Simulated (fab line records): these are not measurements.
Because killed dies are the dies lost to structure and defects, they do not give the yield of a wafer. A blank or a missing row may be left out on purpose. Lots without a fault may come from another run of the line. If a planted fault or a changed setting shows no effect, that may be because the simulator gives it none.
fab line records | flow n5-finfet | part 2 of 2: steps 20 to 25 of 25
record: lots: 5 | wafers: 15 | last-day: 14
route steps=1938 shown MOL_CONTACT_COAG@566
lots with no fault: from the same line, run without faults
start-h: the number of hours between the record's first day and the start of the first shown wafer of the lot | wait-h: time in hours since the lot's previous step | " identical to the entry in the row above | L1.1+2: a single row standing in for several wafers | - no value, or no start was given | * or withheld: withheld | < > ~ a bound
route shown NAME@n: NAME is a module with steps in the file, n the number in the route of the first one | usual: the fault-free wafers' mean and standard deviation | same: alike in all rows | chamber/n: place in a boat | sites: each site's reading | _std_site: standard deviation of those values | _edge_site: mean of outer sites minus mean of inner sites | radius-mm: how far each site lies from the wafer's centre | mask NAME#n: copy n | behind: the most recent tool/chamber to have shaped the wafer | hold: reason for holding the lot/hours on hold/outcome of the hold | device: names the non-switching transistor (n, p or np) | end of line: the tests these same wafers got at the end of their route | a step given without rows: its recipe and nothing more | killed: count of dies lost to structure and defects at first sort (not the wafer's yield) | map: a wafer's dies, x killed, . not, _ none there
set.NAME: the setting the step ran with; set.NAME@STEP: the setting that earlier step ran with | model.NAME: the simulator's own value behind a step, which no gauge read
a table for each step, a row for each wafer; lots at some steps of the route
services: the hour from which a tool's chamber was out of use, counted from the record's first day as start-h (under 0 if before that day), plus the number of hours and why
== steps ==
step: N5_MOL_CONTACT_COAG_STRIP_118
recipe: chemistry: CHF3 | resist: SiARC | rf-frequency-hz: 6e+07
lot.wafer  | tool        | chamber | start-h | wait-h
L077.2+4+6 | rie-diel-06 | 3,2,2   | 121.15  | 0.0
L081.1+3+5 | rie-diel-04 | 0,1,0   | 140.92  | 0.0
L082.1+2+4 | rie-diel-05 | 0,3,1   | 149.39  | 0.0
L085.1+4+5 | rie-diel-04 | 3,0,2   | 165.20  | 0.0
L086.1+3+4 | rie-diel-04 | 1,0,2   | 175.09  | 0.0
step: N5_MOL_CONTACT_COAG_VIA_ETCH_46
recipe: chemistry: C4F6/O2 | target-depth-a: 460 | overetch-a: 92 | mask-material: SOC | target: SiO2 | bias-w: 455 | pressure-mtorr: 10 | time-s: 40 | source-w: 325 | Ar_flow_sccm: 300 | C4F6_flow_sccm: 10 | O2_flow_sccm: 10 | ion-energy-ev: 575.3 | ends: end-point
usual: O2_flow_sccm: 10.002/0.028 | drypump-motor-current-A: 5.8/0.48 | oes-product-au: 0.73/0.072 | rf-fwd-power-W: 322.7/1.1 | rf-vpp-V: 1585/13 | showerhead-plenum-p-Torr: 2.83/0.097 | throttle-valve-pct: 40.82/0.25
lot.wafer | tool        | chamber | start-h | wait-h | O2_flow_sccm | drypump-motor-current-A | oes-product-au | rf-fwd-power-W | rf-hours-counter-h | rf-vpp-V | showerhead-plenum-p-Torr | throttle-valve-pct
L077.2    | rie-diel-06 | 3       | 121.16  | 0.0    | 10.015       | 5.5                     | 0.81           | 322.5          | 20                 | 1575     | 2.80                     | 40.43
L077.4    | "           | 2       | "       | "      | 9.963        | 5.8                     | 0.64           | 322.9          | 244                | 1575     | 2.80                     | 40.82
L077.6    | "           | 2       | "       | "      | 10.011       | 5.8                     | 0.63           | 323.9          | -                  | 1576     | 2.80                     | 40.80
L081.1    | rie-diel-04 | 0       | 140.93  | 0.0    | 10.023       | 6.7                     | 0.63           | 323.4          | 211                | 1575     | 2.69                     | 40.53
L081.3    | "           | 1       | "       | "      | 9.996        | 5.3                     | 0.75           | 322.3          | 57                 | 1605     | 3.00                     | 40.97
L081.5    | "           | 0       | "       | "      | 9.965        | 6.7                     | 0.64           | 322.3          | -                  | 1575     | 2.69                     | 40.55
L082.1    | rie-diel-05 | 0       | 149.40  | 0.0    | 10.011       | 6.0                     | 0.83           | 322.3          | 8                  | 1555     | 2.79                     | 40.98
L082.2    | "           | 3       | "       | "      | 10.001       | 6.7                     | 0.68           | 321.4          | 139                | 1598     | 2.86                     | 41.02
L082.4    | "           | 1       | "       | "      | 10.004       | 5.9                     | 0.81           | 322.9          | -                  | 1582     | 2.77                     | 40.65
L085.1    | rie-diel-04 | 3       | 165.21  | 0.0    | 10.029       | 5.9                     | 0.80           | 322.6          | 18                 | 1586     | 2.89                     | 40.65
L085.4    | "           | 0       | "       | "      | 9.986        | 6.7                     | 0.64           | 322.9          | 221                | 1574     | 2.69                     | 40.57
L085.5    | "           | 2       | "       | "      | 9.984        | 5.5                     | 0.66           | 321.8          | -                  | 1585     | 2.85                     | 41.17
L086.1    | rie-diel-04 | 1       | 175.10  | 0.0    | 9.997        | 5.3                     | 0.74           | 325.6          | 69                 | 1602     | 2.99                     | 40.99
L086.3    | "           | 0       | "       | "      | 9.987        | 6.7                     | 0.64           | 324.3          | 224                | 1575     | 2.69                     | 40.57
L086.4    | "           | 2       | "       | "      | 9.963        | 5.5                     | 0.66           | 322.4          | 172                | 1585     | 2.85                     | 41.20
step: N5_MOL_CONTACT_COAG_STRIP_96
recipe: chemistry: N2/H2 | power-w: 500 | temp-c: 40 | pressure-mtorr: 50 | rf-frequency-hz: 6e+07 | overash-fraction: 0.3 | bias-power-w: 28 | h2-frac: 0.5 | n2-flow-sccm: 300 | h2-flow-sccm: 300
usual: drypump-motor-current-A: 5.8/0.48 | oes-product-au: 0.81/0.086 | rf-vpp-V: 121.7/1.3 | showerhead-plenum-p-Torr: 3.34/0.11 | throttle-valve-pct: 18.82/0.27
lot.wafer | tool        | chamber | start-h | wait-h | drypump-motor-current-A | oes-product-au | rf-hours-counter-h | rf-vpp-V | showerhead-plenum-p-Torr | throttle-valve-pct
L077.2    | rie-diel-06 | 3       | 121.23  | 0.0    | 5.5                     | 0.89           | 20                 | 122.7    | 3.29                     | 18.13
L077.4    | "           | 2       | "       | "      | 5.8                     | 0.69           | 244                | 122.6    | 3.32                     | 19.18
L077.6    | "           | 2       | "       | "      | 5.8                     | 0.70           | -                  | 120.0    | 3.32                     | 19.18
L081.1    | rie-diel-04 | 0       | 141.00  | 0.0    | 6.6                     | 0.71           | 211                | 121.2    | 3.20                     | 19.27
L081.3    | "           | 1       | "       | "      | 5.3                     | 0.84           | 57                 | 123.1    | 3.54                     | 18.93
L081.5    | "           | 0       | "       | "      | 6.6                     | 0.72           | -                  | 121.8    | 3.20                     | 19.25
L082.1    | rie-diel-05 | 0       | 149.47  | 0.0    | 6.1                     | 0.93           | 8                  | 122.4    | 3.30                     | 18.61
L082.2    | "           | 3       | "       | "      | 6.7                     | 0.77           | 139                | 121.8    | 3.37                     | 18.85
L082.4    | "           | 1       | "       | "      | 5.9                     | 0.91           | -                  | 121.0    | 3.29                     | 18.81
L085.1    | rie-diel-04 | 3       | 165.27  | 0.0    | 5.9                     | 0.91           | 18                 | 120.6    | 3.42                     | 18.71
L085.4    | "           | 0       | "       | "      | 6.7                     | 0.70           | 221                | 122.5    | 3.19                     | 19.28
L085.5    | "           | 2       | "       | "      | 5.5                     | 0.72           | -                  | 122.6    | 3.36                     | 18.96
L086.1    | rie-diel-04 | 1       | 175.17  | 0.0    | 5.3                     | 0.83           | 69                 | 124.6    | 3.53                     | 18.95
L086.3    | "           | 0       | "       | "      | 6.7                     | 0.70           | 224                | 120.2    | 3.19                     | 19.27
L086.4    | "           | 2       | "       | "      | 5.5                     | 0.73           | 172                | 120.6    | 3.36                     | 18.97
step: N5_MOL_CONTACT_COAG_ETCH_47
recipe: chemistry: CH3F/O2 | target: SiNx | target-depth-a: 270 | mask-material: SiO2 | stop-on: W | over-etch-frac: 0.2 | ion-energy-ev: 120 | endpoint: OES-CN | pressure-mtorr: 30 | source-w: 395 | bias-w: 73 | Ar_flow_sccm: 150 | CH3F_flow_sccm: 30 | O2_flow_sccm: 20 | ends: end-point
usual: O2_flow_sccm: 20.00/0.061 | drypump-motor-current-A: 5.8/0.48 | etch-rf-on-time-s: 31.1/0.39 | oes-product-au: 0.73/0.075 | rf-fwd-power-W: 385.8/1.6 | rf-vpp-V: 296.9/2.6 | showerhead-plenum-p-Torr: 1.99/0.071 | throttle-valve-pct: 16.29/0.21
lot.wafer | tool        | chamber | start-h | wait-h | O2_flow_sccm | drypump-motor-current-A | etch-rf-on-time-s | oes-product-au | rf-fwd-power-W | rf-hours-counter-h | rf-vpp-V | showerhead-plenum-p-Torr | throttle-valve-pct
L077.2    | rie-diel-06 | 3       | 121.27  | 0.0    | 20.11        | 5.4                     | 31.1              | 0.80           | 384.1          | 20                 | 295.2    | 1.97                     | 15.88
L077.4    | "           | 2       | "       | "      | 20.17        | 5.8                     | 31.8              | 0.62           | 386.9          | 244                | 295.6    | 1.97                     | 16.51
L077.6    | "           | 2       | "       | "      | 19.98        | 5.8                     | 32.2              | 0.62           | 387.5          | -                  | 295.9    | 1.97                     | 16.52
L081.1    | rie-diel-04 | 0       | 141.04  | 0.0    | 20.01        | 6.7                     | 31.0              | 0.64           | 385.6          | 211                | 296.0    | 1.89                     | 16.21
L081.3    | "           | 1       | "       | "      | 19.97        | 5.3                     | 30.5              | 0.76           | 385.4          | 57                 | 300.3    | 2.12                     | 16.34
L081.5    | "           | 0       | "       | "      | 19.92        | 6.7                     | 30.9              | 0.65           | 386.3          | -                  | 295.0    | 1.89                     | 16.21
L082.1    | rie-diel-05 | 0       | 149.51  | 0.0    | 20.03        | 6.1                     | 31.3              | 0.83           | 385.9          | 9                  | 291.4    | 1.97                     | 16.32
L082.2    | "           | 3       | "       | "      | 19.99        | 6.6                     | 31.5              | 0.69           | 386.6          | 139                | 299.7    | 2.01                     | 16.41
L082.4    | "           | 1       | "       | "      | 19.97        | 5.9                     | 31.5              | 0.80           | 382.7          | -                  | 297.6    | 1.95                     | 16.26
L085.1    | rie-diel-04 | 3       | 165.31  | 0.0    | 19.95        | 5.9                     | 30.7              | 0.81           | 386.9          | 18                 | 297.7    | 2.04                     | 16.14
L085.4    | "           | 0       | "       | "      | 19.94        | 6.7                     | 31.2              | 0.63           | 387.1          | 221                | 294.6    | 1.89                     | 16.24
L085.5    | "           | 2       | "       | "      | 19.95        | 5.5                     | 31.2              | 0.66           | 385.2          | -                  | 296.7    | 2.01                     | 16.63
L086.1    | rie-diel-04 | 1       | 175.21  | 0.0    | 20.03        | 5.3                     | 31.3              | 0.74           | 383.7          | 69                 | 301.0    | 2.11                     | 16.35
L086.3    | "           | 0       | "       | "      | 19.96        | 6.7                     | 31.3              | 0.63           | 385.4          | 224                | 295.4    | 1.89                     | 16.24
L086.4    | "           | 2       | "       | "      | 20.09        | 5.5                     | 31.1              | 0.64           | 385.5          | 172                | 296.1    | 2.00                     | 16.65
step: N5_MOL_CONTACT_COAG_STRIP_119
recipe: chemistry: N2/H2 | time-s: 30 | power-w: 1000 | temp-c: 250 | pressure-mtorr: withheld | n2-flow-sccm: 1750 | h2-flow-sccm: 3250
usual: drypump-motor-current-A: 5.6/0.36 | heater-power-w: 337/22
lot.wafer | tool            | chamber | start-h | wait-h | drypump-motor-current-A | heater-power-w | rf-hours-counter-h
L077.2    | plasma-asher-02 | 0       | 121.35  | 0.1    | 5.9                     | 328            | 94
L077.4    | "               | 1       | "       | "      | 5.6                     | 370            | -
L077.6    | "               | 1       | "       | "      | 5.6                     | 357            | -
L081.1    | plasma-asher-01 | 0       | 141.12  | 0.1    | 4.9                     | 326            | 52
L081.3    | "               | 1       | "       | "      | 5.7                     | 322            | -
L081.5    | "               | 0       | "       | "      | 4.9                     | 330            | -
L082.1    | plasma-asher-02 | 1       | 149.60  | 0.1    | 5.6                     | 371            | 100
L082.2    | "               | 0       | "       | "      | 6.0                     | 324            | 100
L082.4    | "               | 1       | "       | "      | 5.6                     | 373            | -
L085.1    | plasma-asher-02 | 1       | 165.39  | 0.1    | 5.6                     | 369            | 104
L085.4    | "               | 0       | "       | "      | 6.0                     | 319            | -
L085.5    | "               | 1       | "       | "      | 5.6                     | 374            | -
L086.1    | plasma-asher-02 | 1       | 175.29  | 0.1    | 5.6                     | 375            | 106
L086.3    | "               | 1       | "       | "      | 5.6                     | 369            | -
L086.4    | "               | 0       | "       | "      | 6.0                     | 321            | -
step: N5_MOL_CONTACT_COAG_PRECLEAN_144
recipe: chemistry: alkaline-clean | temp-c: 60 | time-s: 60 | do-ppb: 50
lot.wafer  | tool         | chamber | start-h | wait-h
L077.2+4+6 | wet-bench-05 | 1,0,7   | 121.44  | 0.1
L081.1+3+5 | wet-bench-05 | 1,6,0   | 141.20  | 0.1
L082.1+2+4 | wet-bench-05 | 1,2,0   | 149.69  | 0.1
L085.1+4+5 | wet-bench-06 | 2,3,4   | 165.48  | 0.1
L086.1+3+4 | wet-bench-01 | 5,7,6   | 175.38  | 0.1
== services ==
tool            | chamber | start-h | hours | kind
plasma-asher-02 | -       | 101.13  | 2.2   | repair
rie-diel-06     | 0       | 103.79  | 6.8   | repair
ald-sin-03      | 1       | 106.27  | 6.0   | repair
euv-scanner-02  | -       | 107.97  | 1.0   | pm
euv-scanner-02  | -       | 110.10  | 0.6   | repair
ald-sin-02      | -       | 111.00  | 0.6   | repair
rie-diel-05     | 0       | 117.17  | -     | clean
rie-diel-05     | 0       | 117.17  | -     | consumable-replace:focus-ring
euv-scanner-01  | -       | 119.06  | 5.3   | repair
ald-sin-02      | -       | 120.21  | 6.1   | pm
rie-diel-04     | 0       | 122.85  | 9.1   | repair
euv-scanner-01  | -       | 124.37  | 4.6   | pm
ald-sin-03      | -       | 132.20  | 2.8   | pm
rie-diel-04     | 3       | 134.61  | 8.3   | repair
rie-diel-06     | 2       | 140.26  | -     | clean
rie-diel-06     | 2       | 140.26  | -     | consumable-replace:focus-ring
rie-diel-06     | 2       | 140.26  | 12.2  | scheduled-down
rie-diel-06     | 2       | 140.26  | 12.2  | vent-cycle
ald-sin-04      | 2       | 143.47  | 6.4   | repair
euv-scanner-02  | -       | 151.20  | 4.6   | pm
euv-scanner-02  | -       | 164.11  | 1.0   | pm
ald-sin-04      | 3       | 165.82  | 4.6   | repair
rie-diel-06     | 2       | 170.36  | 8.9   | repair
rie-diel-06     | 3       | 172.60  | 2.8   | repair
